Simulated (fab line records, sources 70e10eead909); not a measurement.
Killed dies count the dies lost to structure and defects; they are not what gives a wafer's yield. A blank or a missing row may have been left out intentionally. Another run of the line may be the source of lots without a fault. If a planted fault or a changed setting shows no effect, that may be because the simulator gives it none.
Matching of chambers    flow nand-harc    rie-diel-07 running NHARC_A_STAIRCASE_DESCUM_219: 4 sister chambers
The step chemistry O2, time 3 s. 18 wafers are shown with their chamber, then 9 later ones without.

WAFERS PAIRED WITH THEIR CHAMBERS
wafer   chamber  drypump-motor-current-A (A)  showerhead-plenum-p-Torr (Torr)  oes-product-au (a.u.)
L074.1  3        5.1                          1.93                             0.978
L074.2  1        6.6                          1.91                             1.023
L074.3  2        6.2                          1.87                             1.007
L080.1  1        6.7                          1.90                             1.016
L080.2  3        5.1                          1.93                             0.990
L080.4  0        5.3                          1.96                             1.007
L078.2  2        6.2                          1.87                             0.989
L078.4  0        5.3                          1.96                             1.010
L078.5  3        5.1                          1.93                             0.993
L081.3  2        6.1                          1.87                             1.013
L081.5  3        5.1                          1.93                             1.000
L081.6  2        6.2                          1.87                             1.004
L083.1  2        6.2                          1.87                             0.995
L083.5  2        6.2                          1.87                             0.989
L083.6  3        5.1                          1.92                             0.980
L086.1  1        6.7                          1.90                             1.006
L086.2  2        6.2                          1.87                             0.992
L086.3  3        5.1                          1.92                             0.980

SIGNATURES (averages over the wafers above)
reading                   chamber 0  chamber 1  chamber 2  chamber 3  scatter within a chamber
drypump-motor-current-A   5.300      6.667      6.186      5.100      0.033
showerhead-plenum-p-Torr  1.9600     1.9033     1.8700     1.9267     0.00378
oes-product-au            1.00850    1.01500    0.99843    0.98683    0.00883
Rule: distance of a wafer from a chamber = root of the sum over the readings of ((wafer's reading minus chamber's mean) / reading's scatter) squared. The wafer belongs to the nearest chamber; if the next one is less than 2 further off, it can't be placed. The scatter: the root of (the sum of the squares of (reading less its chamber's mean) over the shown wafers, divided by (wafers less chambers)).

WAFERS WITHOUT THEIR CHAMBER
wafer   drypump-motor-current-A (A)  showerhead-plenum-p-Torr (Torr)  oes-product-au (a.u.)
L093.1  6.1                          1.86                             0.997
L093.3  5.3                          1.96                             1.016
L093.6  6.1                          1.86                             1.005
L090.1  6.2                          1.86                             0.999
L090.4  6.6                          1.89                             1.009
L090.5  5.1                          1.92                             0.992
L096.1  6.1                          1.86                             1.002
L096.5  5.4                          1.95                             1.016
L096.6  5.1                          1.91                             0.996

WHICH CHAMBER EACH WENT THROUGH
wafer   from the rows above  in truth
L093.1  2                    2
L093.3  0                    0
L093.6  2                    2
L090.1  2                    2
L090.4  1                    1
L090.5  3                    3
L096.1  2                    2
L096.5  0                    0
L096.6  3                    3
Correctly placed: 9 of 9. Left unplaced by these rows: 0. Placed wrongly: 0.
